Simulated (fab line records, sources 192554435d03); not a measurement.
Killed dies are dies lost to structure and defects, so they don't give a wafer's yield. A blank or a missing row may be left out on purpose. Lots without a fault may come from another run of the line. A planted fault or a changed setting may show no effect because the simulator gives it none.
fab line records | flow n5_finfet
record lots=5 wafers=15 last_day=19
route steps=1938 shown BEOL_M0@723 BEOL_M1@751
lots that met no fault: from a run of the same line without faults
start_h: hours from the record's first day to the start of the lot's first wafer shown | wait_h: hours since the lot's step before | " the same as in the row above | L1.1+2: a row that stands for several wafers | - no value, or no start given | * or withheld: withheld | < > ~ a bound
route shown NAME@n: a module of which the file shows steps, and the number in the route of the first | usual: mean/standard deviation of fault-free wafers | same: alike in all rows | chamber/n: place in a boat | sites: the reading at each site | _std_site: their standard deviation | _edge_site: outer sites' mean less inner sites' | radius_mm: how far each site lies from the wafer's centre | mask NAME#n: copy n | behind: the tool/chamber that last shaped the wafer | hold: why the lot was held/for how many hours/how that ended | device: the transistor (n, p or np) that didn't switch | end of line: the same wafers' tests at the end of the route | a step without rows: its recipe alone | killed: dies lost to structure and defects at the first sort, not the wafer's yield | map: a wafer's dies, x killed, . not, _ none there
set.NAME: the setting as run; set.NAME@STEP: as run at that earlier step | model.NAME: the simulator's own value behind a step, which no gauge read
lots at some steps of the route; a table a step, a row a wafer
services: from which hour (start_h, from the record's first day; less than 0 if before it) a tool's chamber was out of use, for how many hours, and why
## steps
# step N5_BEOL_M0_OCD_MEAS_108
# usual trench_depth_nm=32.8/0.82
# columns lot.wafer tool chamber start_h wait_h trench_depth_nm
L076.1 ocd-01 - 130.85 0.1 32.4
L076.2 " - " " 32.9
L076.6 " - " " 32.1
L082.3 ocd-02 - 173.49 0.1 33.6
L082.5 " - " " 33.8
L082.6 " - " " 32.9
L088.2 ocd-02 - 205.15 0.1 34.7
L088.4 " - " " 33.8
L088.6 " - " " 33.0
L090.3 ocd-01 - 210.39 0.1 33.5
L090.5 " - " " 34.0
L090.6 " - " " 33.0
L096.1 ocd-01 - 249.02 0.1 32.8
L096.4 " - " " 33.8
L096.6 " - " " 33.3
# step N5_BEOL_M0_HM_STRIP_129
# recipe chemistry=peroxide_tin_strip material=TiN target_depth_a=170 temp_c=50 time_s=108
# columns lot.wafer tool chamber start_h wait_h
L076.1+2+6 wet_bench-06 2,4,3 130.88 0.0
L082.3+5+6 wet_bench-01 7,5,6 173.52 0.0
L088.2+4+6 wet_bench-06 3,7,6 205.18 0.0
L090.3+5+6 wet_bench-05 5,2,1 210.42 0.0
L096.1+4+6 wet_bench-06 1,4,6 249.05 0.0
# step N5_BEOL_M0_SRD_130
# recipe time_s=30 temp_c=23 rinse_liquid=diw dry=ipa_marangoni
# columns lot.wafer tool chamber start_h wait_h
L076.1+2+6 wet_bench-06 2,4,3 130.92 0.0
L082.3+5+6 wet_bench-01 7,5,6 173.55 0.0
L088.2+4+6 wet_bench-06 3,7,6 205.22 0.0
L090.3+5+6 wet_bench-05 5,2,1 210.45 0.0
L096.1+4+6 wet_bench-06 1,4,6 249.08 0.0
# step N5_BEOL_M0_ETCH_109
# recipe chemistry=CH3F/O2 target_depth_a=80 overetch_a=24 target=SiCN time_s=27.4 ion_energy_ev=120 pressure_mtorr=30 source_w=395 bias_w=75 Ar_flow_sccm=150 CH3F_flow_sccm=30 O2_flow_sccm=20
# usual drypump_motor_current_A=5.46/0.27 oes_product_au=0.66/0.076 rf_vpp_V=297.0/1.7 showerhead_plenum_p_Torr=1.99/0.074 throttle_valve_pct=16.26/0.19
# columns lot.wafer tool chamber start_h wait_h drypump_motor_current_A oes_product_au rf_hours_counter_h rf_vpp_V showerhead_plenum_p_Torr throttle_valve_pct
L076.1 rie_diel-03 1 131.26 0.3 5.83 0.59 221 297.5 2.08 16.61
L076.2 " 3 " " 5.43 0.73 37 297.6 2.02 16.16
L076.6 " 2 " " 4.94 0.83 - 302.0 2.15 16.27
L082.3 rie_diel-03 1 174.09 0.5 5.84 0.58 235 298.8 2.07 16.64
L082.5 " 3 " " 5.43 0.73 - 297.8 2.02 16.18
L082.6 " 2 " " 4.91 0.79 - 302.2 2.15 16.28
L088.2 rie_diel-01 0 205.30 0.1 5.32 0.61 211 299.6 2.06 16.33
L088.4 " 1 " " 5.62 0.60 - 295.8 1.89 16.32
L088.6 " 0 " " 5.35 0.60 - 298.6 2.06 16.34
L090.3 rie_diel-01 0 210.64 0.2 5.33 0.60 214 297.0 2.06 16.33
L090.5 " 0 " " 5.35 0.62 - 297.8 2.06 16.33
L090.6 " 3 " " 5.28 0.73 - 294.4 1.94 16.07
L096.1 rie_diel-01 1 249.13 0.0 5.65 0.58 249 294.5 1.88 16.36
L096.4 " 3 " " 5.25 0.73 - 294.8 1.93 16.10
L096.6 " 1 " " 5.64 0.59 - 295.3 1.88 16.35
# step N5_BEOL_M0_STRIP_139
# recipe chemistry=post_etch_residue_remover time_s=60 temp_c=25 remover_ph=withheld remover_water_wt_pct=withheld remover_fluoride_wt_pct=withheld
# columns lot.wafer tool chamber start_h wait_h
L076.1+2+6 wet_bench-06 3,5,4 131.36 0.1
L082.3+5+6 wet_bench-01 7,4,2 174.19 0.1
L088.2+4+6 wet_bench-06 3,4,5 205.41 0.1
L090.3+5+6 wet_bench-05 7,0,6 210.75 0.1
L096.1+4+6 wet_bench-01 6,7,0 249.23 0.1
# step N5_BEOL_M0_SRD_111
# recipe time_s=30 temp_c=23 rinse_liquid=diw dry=ipa_marangoni
# columns lot.wafer tool chamber start_h wait_h
L076.1+2+6 wet_bench-06 3,5,4 131.38 0.0
L082.3+5+6 wet_bench-01 7,4,2 174.21 0.0
L088.2+4+6 wet_bench-06 3,4,5 205.43 0.0
L090.3+5+6 wet_bench-05 7,0,6 210.76 0.0
L096.1+4+6 wet_bench-01 6,7,0 249.25 0.0
# step N5_BEOL_M0_DEGAS_112
# recipe ambient=vacuum temp_c=250 time_s=60
# usual heater_power_w=341/24
# columns lot.wafer tool chamber start_h wait_h heater_power_w
L076.1 pvd_sputter-03 - 131.43 0.0 361
L076.2 " - " " 341
L076.6 " - " " 353
L082.3 pvd_sputter-03 - 175.79 1.6 353
L082.5 " - " " 341
L082.6 " - " " 326
L088.2 pvd_sputter-02 - 206.51 1.1 401
L088.4 " - " " 344
L088.6 " - " " 313
L090.3 pvd_sputter-01 - 211.32 0.5 347
L090.5 " - " " 315
L090.6 " - " " 339
L096.1 pvd_sputter-03 - 249.30 0.0 324
L096.4 " - " " 335
L096.6 " - " " 356
# step N5_BEOL_M0_PRE_CLEAN_113
# recipe gas=H2/He time_s=30 temp_c=250
# usual heater_power_w=341/23
# columns lot.wafer tool chamber start_h wait_h heater_power_w
L076.1 pvd_sputter-03 - 131.47 0.0 362
L076.2 " - " " 339
L076.6 " - " " 338
L082.3 pvd_sputter-03 - 175.83 0.0 353
L082.5 " - " " 353
L082.6 " - " " 334
L088.2 pvd_sputter-02 - 206.55 0.0 399
L088.4 " - " " 342
L088.6 " - " " 313
L090.3 pvd_sputter-01 - 211.36 0.0 353
L090.5 " - " " 316
L090.6 " - " " 331
L096.1 pvd_sputter-03 - 249.34 0.0 340
L096.4 " - " " 340
L096.6 " - " " 352
# step N5_BEOL_M0_ALD_136
# recipe material=TaN target_thk_a=* temp_c=275 ald_precursor_family=PDMAT ald_co_reactant=NH3 pressure_torr=3 carrier_flow_sccm=1500 pulse_time_s=2 purge_time_s=3 co_reactant_purge_time_s=2 co_reactant_pulse_time_s=3 ald_cycles=30 precursor_vessel_temp_c=75 precursor_vessel_pressure_torr=26.25 precursor_vessel_carrier_sccm=1000
# usual heater_power_outer_w=222/24 heater_power_w=397/34 precursor_vessel_pressure_torr=26.24/0.053
# same co_reactant_purge_time_s=2 pulse_time_s=2
# columns lot.wafer tool chamber start_h wait_h heater_power_outer_w heater_power_w precursor_vessel_pressure_torr
L076.1 ald_metal-01 3 131.54 0.1 194 378 26.21
L076.2 " 2 " " 228 396 26.26
L076.6 " 2 " " 225 402 26.30
L082.3 ald_metal-04 0 176.08 0.2 193 359 26.23
L082.5 " 1 " " 230 389 26.12
L082.6 " 2 " " 226 423 26.27
L088.2 ald_metal-01 2 206.61 0.0 225 393 26.33
L088.4 " 0 " " 263 467 26.32
L088.6 " 2 " " 224 399 26.31
L090.3 ald_metal-03 1 211.57 0.2 233 419 26.10
L090.5 " 0 " " 198 351 26.26
L090.6 " 1 " " 236 435 26.28
L096.1 ald_metal-04 3 249.40 0.0 204 362 26.30
L096.4 " 0 " " 197 358 26.21
L096.6 " 3 " " 205 353 26.27
# step N5_BEOL_M0_SURFACE_TREAT_137
# recipe gas=Ar time_s=* ion_energy_ev=* ion_current_ma_cm2=0.5 pressure_mtorr=* ar_flow_sccm=30
# usual throttle_valve_pct=*
# columns lot.wafer tool chamber start_h wait_h throttle_valve_pct
L076.1 pvd_sputter-03 - 131.81 0.2 *
L076.2 " - " " *
L076.6 " - " " *
L082.3 pvd_sputter-01 - 176.38 0.2 *
L082.5 " - " " *
L082.6 " - " " *
L088.2 pvd_sputter-02 - 206.85 0.1 *
L088.4 " - " " *
L088.6 " - " " *
L090.3 pvd_sputter-01 - 211.96 0.3 *
L090.5 " - " " *
L090.6 " - " " *
L096.1 pvd_sputter-01 - 249.77 0.3 *
L096.4 " - " " *
L096.6 " - " " *
# step N5_BEOL_M0_CVD_115
# recipe material=Co target_thk_a=* temp_c=withheld precursor=CCTBA/H2 pressure_torr=30 time_s=120
# columns lot.wafer tool chamber start_h wait_h
L076.1+2+6 cvd_co-02 2,0,0 132.10 0.3
L082.3+5+6 cvd_co-01 1,2,0 176.53 0.1
L088.2+4+6 cvd_co-02 0,0,1 207.08 0.2
L090.3+5+6 cvd_co-02 0,1,0 212.06 0.1
L096.1+4+6 cvd_co-02 0,1,2 250.04 0.2
# step N5_BEOL_M0_SPUTTER_116
# recipe material=Cu target_thk_a=40 temp_c=-20 chamber_pressure_pa=0.07 power_w=withheld time_s=7.37
# usual chuck_sensor_temp_C=-15.9/0.37 throttle_valve_pct=29.3/1.2
# columns lot.wafer tool chamber start_h wait_h chuck_sensor_temp_C throttle_valve_pct
L076.1 pvd_sputter-02 - 135.09 3.0 -16.1 28.5
L076.2 " - " " -16.3 26.8
L076.6 " - " " -16.5 30.4
L082.3 pvd_sputter-01 - 176.66 0.1 -16.3 28.7
L082.5 " - " " -16.4 28.7
L082.6 " - " " -15.1 30.2
L088.2 pvd_sputter-02 - 207.39 0.3 -15.9 30.0
L088.4 " - " " -16.1 26.8
L088.6 " - " " -15.9 28.2
L090.3 pvd_sputter-02 - 212.26 0.2 -16.1 26.6
L090.5 " - " " -16.3 30.4
L090.6 " - " " -16.1 26.8
L096.1 pvd_sputter-01 - 250.15 0.1 -15.8 30.1
L096.4 " - " " -15.6 28.7
L096.6 " - " " -16.5 28.1
# step N5_BEOL_M0_ANNEAL_117
# recipe temp_c=400 time_s=60 ambient=vacuum
# usual heater_power_w=853/64
# columns lot.wafer tool chamber start_h wait_h heater_power_w
L076.1 pvd_sputter-02 - 135.17 0.0 1013
L076.2 " - " " 786
L076.6 " - " " 804
L082.3 pvd_sputter-01 - 176.74 0.0 797
L082.5 " - " " 786
L082.6 " - " " 867
L088.2 pvd_sputter-02 - 207.47 0.0 853
L088.4 " - " " 805
L088.6 " - " " 1031
L090.3 pvd_sputter-02 - 212.35 0.0 788
L090.5 " - " " 806
L090.6 " - " " 787
L096.1 pvd_sputter-01 - 250.23 0.0 864
L096.4 " - " " 816
L096.6 " - " " 781
# step N5_BEOL_M0_SPUTTER_132
# recipe material=Cu target_thk_a=40 temp_c=-20 chamber_pressure_pa=0.07 power_w=withheld time_s=7.37
# usual chuck_sensor_temp_C=-16.0/0.35 throttle_valve_pct=29.3/1.2
# columns lot.wafer tool chamber start_h wait_h chuck_sensor_temp_C throttle_valve_pct
L076.1 pvd_sputter-02 - 135.21 0.0 -16.2 28.7
L076.2 " - " " -16.2 27.1
L076.6 " - " " -16.4 30.6
L082.3 pvd_sputter-01 - 176.78 0.0 -16.0 28.6
L082.5 " - " " -16.7 28.3
L082.6 " - " " -15.1 30.1
L088.2 pvd_sputter-02 - 207.51 0.0 -15.9 30.4
L088.4 " - " " -15.8 26.7
L088.6 " - " " -15.9 28.4
L090.3 pvd_sputter-02 - 212.39 0.0 -16.2 26.7
L090.5 " - " " -16.4 30.8
L090.6 " - " " -16.2 26.8
L096.1 pvd_sputter-01 - 250.27 0.0 -15.9 30.1
L096.4 " - " " -15.6 28.9
L096.6 " - " " -16.1 28.5
# step N5_BEOL_M0_ANNEAL_133
# recipe temp_c=400 time_s=60 ambient=vacuum
# usual heater_power_w=852/64
# columns lot.wafer tool chamber start_h wait_h heater_power_w
L076.1 pvd_sputter-02 - 135.29 0.0 1008
L076.2 " - " " 812
L076.6 " - " " 828
L082.3 pvd_sputter-01 - 176.86 0.0 802
L082.5 " - " " 810
L082.6 " - " " 854
L088.2 pvd_sputter-02 - 207.59 0.0 833
L088.4 " - " " 788
L088.6 " - " " 1002
L090.3 pvd_sputter-02 - 212.48 0.0 818
L090.5 " - " " 808
L090.6 " - " " 792
L096.1 pvd_sputter-01 - 250.35 0.0 889
L096.4 " - " " 831
L096.6 " - " " 810
# step N5_BEOL_M0_SPUTTER_134
# recipe material=Cu target_thk_a=40 temp_c=-20 chamber_pressure_pa=0.07 power_w=withheld time_s=7.37
# usual chuck_sensor_temp_C=-15.9/0.35 throttle_valve_pct=29.3/1.2
# columns lot.wafer tool chamber start_h wait_h chuck_sensor_temp_C throttle_valve_pct
L076.1 pvd_sputter-02 - 135.33 0.0 -15.9 28.4
L076.2 " - " " -16.1 26.8
L076.6 " - " " -16.5 30.5
L082.3 pvd_sputter-01 - 176.90 0.0 -16.2 28.5
L082.5 " - " " -16.4 28.8
L082.6 " - " " -15.3 30.2
L088.2 pvd_sputter-02 - 207.63 0.0 -16.1 30.4
L088.4 " - " " -16.1 26.6
L088.6 " - " " -16.1 28.3
L090.3 pvd_sputter-02 - 212.52 0.0 -16.1 26.6
L090.5 " - " " -16.4 30.6
L090.6 " - " " -16.1 26.7
L096.1 pvd_sputter-01 - 250.39 0.0 -16.0 30.1
L096.4 " - " " -15.6 28.9
L096.6 " - " " -16.3 28.4
# step N5_BEOL_M0_ANNEAL_135
# recipe temp_c=400 time_s=60 ambient=vacuum
# usual heater_power_w=853/61
# columns lot.wafer tool chamber start_h wait_h heater_power_w
L076.1 pvd_sputter-02 - 135.41 0.0 974
L076.2 " - " " 775
L076.6 " - " " 815
L082.3 pvd_sputter-01 - 176.98 0.0 781
L082.5 " - " " 801
L082.6 " - " " 857
L088.2 pvd_sputter-02 - 207.71 0.0 863
L088.4 " - " " 801
L088.6 " - " " 1001
L090.3 pvd_sputter-02 - 212.61 0.0 815
L090.5 " - " " 810
L090.6 " - " " 824
L096.1 pvd_sputter-01 - 250.47 0.0 879
L096.4 " - " " 851
L096.6 " - " " 803
# step N5_BEOL_M0_SPUTTER_141
# recipe material=Cu target_thk_a=40 temp_c=-20 chamber_pressure_pa=0.07 power_w=withheld time_s=7.37
# usual chuck_sensor_temp_C=-15.9/0.35 throttle_valve_pct=29.3/1.2
# columns lot.wafer tool chamber start_h wait_h chuck_sensor_temp_C throttle_valve_pct
L076.1 pvd_sputter-02 - 135.45 0.0 -16.0 28.3
L076.2 " - " " -16.2 26.7
L076.6 " - " " -16.4 30.4
L082.3 pvd_sputter-01 - 177.02 0.0 -16.1 28.6
L082.5 " - " " -16.3 28.5
L082.6 " - " " -15.1 30.2
L088.2 pvd_sputter-02 - 207.75 0.0 -16.0 30.1
L088.4 " - " " -16.3 26.7
L088.6 " - " " -16.0 28.5
L090.3 pvd_sputter-02 - 212.65 0.0 -15.9 26.7
L090.5 " - " " -16.5 30.4
L090.6 " - " " -16.0 27.0
L096.1 pvd_sputter-01 - 250.51 0.0 -15.7 29.8
L096.4 " - " " -15.7 28.8
L096.6 " - " " -16.1 28.1
# step N5_BEOL_M0_ECD_118
# recipe material=Cu target_thk_a=3000
# columns lot.wafer tool chamber start_h wait_h
L076.1+2+6 ecd_cu-02 0,1,0 135.57 0.1
L082.3+5+6 ecd_cu-02 0,0,1 177.15 0.1
L088.2+4+6 ecd_cu-02 0 207.87 0.1
L090.3+5+6 ecd_cu-01 0,0,1 212.80 0.1
L096.1+4+6 ecd_cu-01 0,1,1 250.63 0.1
# step N5_BEOL_M0_ANNEAL_119
# recipe temp_c=225 time_s=90 ambient=N2
# usual wafer_temp_C_max=226.0/0.33
# columns lot.wafer tool chamber start_h wait_h wafer_temp_C_max
L076.1 rtp_anneal-01 0 135.65 0.1 225.7
L076.2 " 0 " " 226.1
L076.6 " 0 " " 225.7
L082.3 rtp_anneal-01 0 177.30 0.1 226.0
L082.5 " 0 " " 225.9
L082.6 " 0 " " 225.7
L088.2 rtp_anneal-01 0 207.99 0.1 226.1
L088.4 " 0 " " 225.8
L088.6 " 0 " " 225.9
L090.3 rtp_anneal-02 0 212.95 0.1 226.0
L090.5 " 0 " " 226.4
L090.6 " 0 " " 226.2
L096.1 rtp_anneal-01 0 251.12 0.5 225.5
L096.4 " 0 " " 225.6
L096.6 " 0 " " 225.5
# step N5_BEOL_M0_CMP_120
# recipe stop_on=SiOC t_overpolish_s=6.9 down_force_psi=1 platen_rpm=50 clearing_platen_down_force_psi=1.5 clearing_platen_rpm=50 post_cmp_clean=cu_alkaline clearing_platen_pad_velocity_m_s=0.99484 pad_velocity_m_s=0.99484
# usual barrier_field_endpoint_s=3.66/0.13 clearing_platen_down_force_psi=1.5001/0.003 motor_current_A=5.8/0.56 overpolish_run_s=6.901/0.0078 time_to_endpoint_s=64/3.6
# columns lot.wafer tool chamber start_h wait_h barrier_field_endpoint_s clearing_platen_down_force_psi motor_current_A overpolish_run_s time_to_endpoint_s
L076.2 cmp-03 0 136.02 0.3 3.67 1.5019 5.9 6.904 65
L076.1 " 1 " " 3.55 1.4989 6.1 6.899 64
L076.6 " 2 " " 3.42 1.5051 5.9 6.898 56
L082.3 cmp-03 1 177.58 0.2 3.67 1.4999 6.2 6.894 63
L082.5 " 3 " " 3.76 1.4952 5.5 6.914 67
L082.6 " 0 " " 3.84 1.5022 6.0 6.901 67
L088.2 cmp-03 2 208.32 0.3 3.64 1.4972 5.7 6.899 58
L088.4 " 3 " " 3.77 1.5036 5.3 6.903 64
L088.6 " 1 " " 3.77 1.4993 6.2 6.896 65
L090.3 cmp-02 1 213.24 0.3 3.48 1.5004 5.6 6.899 58
L090.6 " 3 " " 3.50 1.5039 6.4 6.919 62
L090.5 " 0 " " 3.50 1.5022 5.8 6.912 61
L096.1 cmp-03 2 251.47 0.3 3.59 1.4952 5.9 6.900 58
L096.4 " 3 " " 3.50 1.5037 5.3 6.894 64
L096.6 " 2 " " 3.67 1.4984 6.3 6.887 58
# step N5_BEOL_M0_PRE_CLEAN_131
# recipe gas=NH3/H2 time_s=15 temp_c=* rf_power_w=300
# usual heater_power_outer_w=20/13 heater_power_w=86/23
# columns lot.wafer tool chamber start_h wait_h heater_power_outer_w heater_power_w
L076.1 cvd_co-02 2 136.28 0.0 11 79
L076.2 " 0 " " 25 98
L076.6 " 0 " " 25 97
L082.3 cvd_co-01 1 177.84 0.0 31 104
L082.5 " 1 " " 31 105
L082.6 " 0 " " 21 88
L088.2 cvd_co-02 0 208.57 0.0 25 99
L088.4 " 1 " " 41 122
L088.6 " 1 " " 41 125
L090.3 cvd_co-01 1 213.50 0.0 31 100
L090.5 " 0 " " 20 88
L090.6 " 2 " " 0 51
L096.1 cvd_co-02 2 251.76 0.0 12 81
L096.4 " 0 " " 25 99
L096.6 " 2 " " 12 80
# step N5_BEOL_M0_CO_CAP_123
# recipe material=Co target_thk_a=20 temp_c=200 precursor=CCTBA/H2 pressure_torr=30 time_s=102.1
# usual heater_power_outer_w=122/17 heater_power_w=237/29
# columns lot.wafer tool chamber start_h wait_h heater_power_outer_w heater_power_w
L076.1 cvd_co-02 2 136.34 0.0 112 230
L076.2 " 0 " " 129 251
L076.6 " 0 " " 129 253
L082.3 cvd_co-01 1 177.88 0.0 136 262
L082.5 " 1 " " 136 264
L082.6 " 0 " " 126 240
L088.2 cvd_co-02 0 208.63 0.0 128 255
L088.4 " 1 " " 150 283
L088.6 " 1 " " 150 277
L090.3 cvd_co-01 1 213.54 0.0 136 260
L090.5 " 0 " " 122 238
L090.6 " 2 " " 95 193
L096.1 cvd_co-02 2 251.80 0.0 114 231
L096.4 " 0 " " 132 258
L096.6 " 2 " " 114 232
# step N5_BEOL_M0_PRE_CLEAN_124
# recipe gas=NH3 time_s=15 temp_c=withheld rf_power_w=300
# columns lot.wafer tool chamber start_h wait_h
L076.1+2+6 pecvd-04 0,2,1 136.46 0.1
L082.3+5+6 pecvd-02 2,1,0 177.99 0.1
L088.2+4+6 pecvd-02 0,1,1 208.76 0.1
L090.3+5+6 pecvd-04 2,2,0 213.63 0.1
L096.1+4+6 pecvd-02 1,2,2 251.90 0.1
# step N5_BEOL_M0_DEP_125
# recipe material=SiCN target_thk_a=80 temp_c=withheld precursor=3MS/NH3 pressure_torr=3 rf_w=202 time_s=14
# usual showerhead_plenum_p_Torr=3.657/0.012 throttle_valve_pct=9.1/0.3
# columns lot.wafer tool chamber start_h wait_h showerhead_plenum_p_Torr throttle_valve_pct
L076.1 pecvd-04 0 136.49 0.0 3.631 9.0
L076.2 " 2 " " 3.660 9.3
L076.6 " 1 " " 3.651 9.1
L082.3 pecvd-02 2 178.01 0.0 3.651 9.2
L082.5 " 1 " " 3.673 8.7
L082.6 " 0 " " 3.669 9.4
L088.2 pecvd-02 0 208.80 0.0 3.668 9.2
L088.4 " 1 " " 3.663 8.9
L088.6 " 1 " " 3.665 8.9
L090.3 pecvd-04 2 213.66 0.0 3.657 9.2
L090.5 " 2 " " 3.667 9.5
L090.6 " 0 " " 3.618 9.0
L096.1 pecvd-02 1 251.93 0.0 3.667 8.8
L096.4 " 2 " " 3.655 8.6
L096.6 " 2 " " 3.651 8.7
# step N5_BEOL_M0_RS_MEAS_126
# recipe thk_meas_gauge=four-point-probe reads=Co_of_BEOL_M0_CO_CAP_123+Cu_of_BEOL_M0_ECD_118+Co_of_BEOL_M0_CVD_115+TaN_of_BEOL_M0_ALD_136
# usual M0_RS=0.530/0.02
# columns lot.wafer tool chamber start_h wait_h M0_RS[ohm/sq]
L076.1 film_metro-01 - 136.55 0.0 0.557
L076.2 " - " " 0.539
L076.6 " - " " 0.558
L082.3 film_metro-02 - 178.08 0.1 0.539
L082.5 " - " " 0.541
L082.6 " - " " 0.540
L088.2 film_metro-01 - 208.88 0.1 0.560
L088.4 " - " " 0.502
L088.6 " - " " 0.526
L090.3 film_metro-02 - 213.72 0.1 0.543
L090.5 " - " " 0.508
L090.6 " - " " 0.523
L096.1 film_metro-01 - 252.02 0.1 0.558
L096.4 " - " " 0.508
L096.6 " - " " 0.541
# step N5_BEOL_M0_INSPECT_127
# recipe inspect_instrument=darkfield mode=post_dep
# usual raw_defect_count=68/22
# columns lot.wafer tool chamber start_h wait_h raw_defect_count
L076.1 defect_inspect-01 - 136.58 0.0 57
L076.2 " - " " 37
L076.6 " - " " 42
L082.3 defect_inspect-01 - 178.11 0.0 50
L082.5 " - " " 64
L082.6 " - " " 88
L088.2 defect_inspect-01 - 208.91 0.0 92
L088.4 " - " " 58
L088.6 " - " " 68
L090.3 defect_inspect-02 - 213.75 0.0 108
L090.5 " - " " 75
L090.6 " - " " 64
L096.1 defect_inspect-01 - 252.04 0.0 39
L096.4 " - " " 57
L096.6 " - " " 53
# step N5_BEOL_M1_ILD_DEP_00
# recipe material=SiOC target_thk_a=790 temp_c=350 precursor=DEMS/O2 pressure_torr=5 rf_w=500 time_s=15.3
# usual heater_power_outer_w=271/50 heater_power_w=512/71 showerhead_plenum_p_Torr=5.689/0.017 throttle_valve_pct=12.2/0.64
# columns lot.wafer tool chamber start_h wait_h heater_power_outer_w heater_power_w showerhead_plenum_p_Torr throttle_valve_pct
L076.1 pecvd-01 2 136.62 0.0 274 529 5.687 11.6
L076.2 " 0 " " 289 511 5.684 11.7
L076.6 " 0 " " 293 515 5.683 11.6
L082.3 pecvd-03 1 178.14 0.0 320 590 5.702 12.7
L082.5 " 2 " " 334 593 5.685 11.6
L082.6 " 1 " " 322 599 5.702 12.9
L088.2 pecvd-03 1 208.94 0.0 309 560 5.690 12.6
L088.4 " 1 " " 311 582 5.703 12.8
L088.6 " 2 " " 338 614 5.691 11.6
L090.3 pecvd-01 1 213.80 0.1 308 533 5.705 13.2
L090.5 " 2 " " 260 515 5.692 11.7
L090.6 " 1 " " 318 553 5.708 13.3
L096.1 pecvd-04 0 252.08 0.0 242 531 5.665 11.9
L096.4 " 0 " " 248 519 5.649 11.9
L096.6 " 2 " " 209 432 5.684 12.3
# step N5_BEOL_M1_THK_MEAS_01
# recipe reads=SiOC_of_BEOL_M1_ILD_DEP_00
# usual M1_ILD_THK=79.3/1
# columns lot.wafer tool chamber start_h wait_h M1_ILD_THK[nm]
L076.1 film_metro-02 - 136.68 0.0 77.6
L076.2 " - " " 78.1
L076.6 " - " " 78.1
L082.3 film_metro-02 - 178.21 0.1 78.9
L082.5 " - " " 81.6
L082.6 " - " " 80.9
L088.2 film_metro-01 - 209.01 0.1 78.9
L088.4 " - " " 80.0
L088.6 " - " " 79.5
L090.3 film_metro-01 - 213.87 0.1 79.1
L090.5 " - " " 77.9
L090.6 " - " " 78.9
L096.1 film_metro-01 - 252.15 0.0 78.7
L096.4 " - " " 80.7
L096.6 " - " " 78.7
# step N5_BEOL_M1_PECVD_72
# recipe material=SiO2 target_thk_a=160 temp_c=400 precursor=TEOS/O2 pressure_torr=5.5 rf_w=450 teos_flow_sccm=53.8 gas=O2 flow_sccm=3000 time_s=18
# usual heater_power_outer_w=429/66 heater_power_w=737/89 showerhead_plenum_p_Torr=8.76/0.059 throttle_valve_pct=22.7/1.1
# columns lot.wafer tool chamber start_h wait_h heater_power_outer_w heater_power_w showerhead_plenum_p_Torr throttle_valve_pct
L076.1 pecvd-03 0 136.72 0.0 362 623 8.75 22.3
L076.2 " 2 " " 440 760 8.82 21.5
L076.6 " 0 " " 363 642 8.75 22.2
L082.3 pecvd-01 2 178.25 0.0 449 766 8.77 21.8
L082.5 " 1 " " 510 813 8.83 25.5
L082.6 " 2 " " 432 774 8.79 21.6
L088.2 pecvd-03 0 209.05 0.0 349 616 8.74 22.4
L088.4 " 0 " " 332 622 8.71 22.2
L088.6 " 1 " " 474 801 8.77 24.1
L090.3 pecvd-03 1 213.91 0.0 511 828 8.80 23.7
L090.5 " 2 " " 425 729 8.81 21.4
L090.6 " 1 " " 503 837 8.82 23.9
L096.1 pecvd-01 1 252.18 0.0 531 831 8.84 25.1
L096.4 " 1 " " 542 842 8.84 25.3
L096.6 " 2 " " 453 801 8.77 22.2
# step N5_BEOL_M1_HM_DEP_02
# recipe material=TiN target_thk_a=200 temp_c=25 chamber_pressure_pa=0.49996
# usual throttle_valve_pct=29.3/1.1
# columns lot.wafer tool chamber start_h wait_h throttle_valve_pct
L076.1 pvd_sputter-02 - 136.85 0.1 26.8
L076.2 " - " " 30.6
L076.6 " - " " 30.4
L082.3 pvd_sputter-01 - 178.98 0.7 29.7
L082.5 " - " " 28.2
L082.6 " - " " 30.0
L088.2 pvd_sputter-03 - 209.13 0.1 29.3
L088.4 " - " " 29.9
L088.6 " - " " 30.2
L090.3 pvd_sputter-01 - 214.58 0.7 30.3
L090.5 " - " " 30.2
L090.6 " - " " 29.8
L096.1 pvd_sputter-02 - 254.93 2.7 30.4
L096.4 " - " " 26.6
L096.6 " - " " 28.4
# step N5_BEOL_M1_COAT_61
# recipe resist=SOC temp_c=250 time_s=60 spin_rpm=1500 resist_thk_nm=60
# usual chill_plate_temp_C=23.01/0.11
# columns lot.wafer tool chamber start_h wait_h chill_plate_temp_C
L076.1 litho_track-04 0 136.98 0.1 23.06
L076.2 " 0 " " 23.06
L076.6 " 0 " " 23.19
L082.3 litho_track-02 0 179.10 0.1 23.19
L082.5 " 0 " " 22.80
L082.6 " 0 " " 22.95
L088.2 litho_track-01 0 209.26 0.1 23.03
L088.4 " 0 " " 23.02
L088.6 " 0 " " 23.08
L090.3 litho_track-02 0 214.71 0.1 23.05
L090.5 " 0 " " 23.11
L090.6 " 0 " " 23.24
L096.1 litho_track-04 0 255.05 0.1 22.87
L096.4 " 0 " " 22.93
L096.6 " 0 " " 22.97
# step N5_BEOL_M1_COAT_62
# recipe resist=SiARC temp_c=220 time_s=60 spin_rpm=1500 resist_thk_nm=12
# usual chill_plate_temp_C=22.98/0.11
# columns lot.wafer tool chamber start_h wait_h chill_plate_temp_C
L076.1 litho_track-04 0 - - 23.03
L076.2 " 0 " " 22.95
L076.6 " 0 " " 23.06
L082.3 litho_track-02 0 - - 22.98
L082.5 " 0 " " 22.88
L082.6 " 0 " " 22.88
L088.2 litho_track-01 0 - - 22.74
L088.4 " 0 " " 22.85
L088.6 " 0 " " 22.91
L090.3 litho_track-02 0 - - 22.82
L090.5 " 0 " " 23.05
L090.6 " 0 " " 23.04
L096.1 litho_track-04 0 - - 22.86
L096.4 " 0 " " 23.03
L096.6 " 0 " " 22.91
## services
# columns tool chamber start_h hours kind
cvd_co-02 1 110.90 16.5 repair
ald_metal-01 1 111.07 3.0 repair
pvd_sputter-03 - 120.94 3.7 repair
pvd_sputter-01 - 121.58 6.0 repair
cvd_co-02 1 127.53 - clean
cvd_co-02 1 127.53 22.0 scheduled_down
rie_diel-01 0 130.07 9.3 repair
pecvd-03 - 130.46 0.9 repair
rie_diel-01 - 130.59 0.9 repair
pvd_sputter-01 - 130.92 7.7 repair
rie_diel-03 - 149.57 2.8 pm
pecvd-04 - 173.70 14.6 pm
ald_metal-03 - 177.15 0.4 repair
cvd_co-02 2 184.98 28.7 repair
pecvd-01 0 201.42 29.6 repair
ald_metal-01 - 220.67 1.1 repair
cmp-03 - 235.46 3.2 repair
cvd_co-02 - 235.74 1.7 repair
rie_diel-01 3 236.72 4.0 repair
cmp-02 - 237.45 4.0 pm
rtp_anneal-01 - 244.32 0.9 pm
cmp-02 - 246.51 0.8 repair
pecvd-02 - 247.82 2.8 pm
ecd_cu-01 - 254.51 8.4 pm
## key
fault none
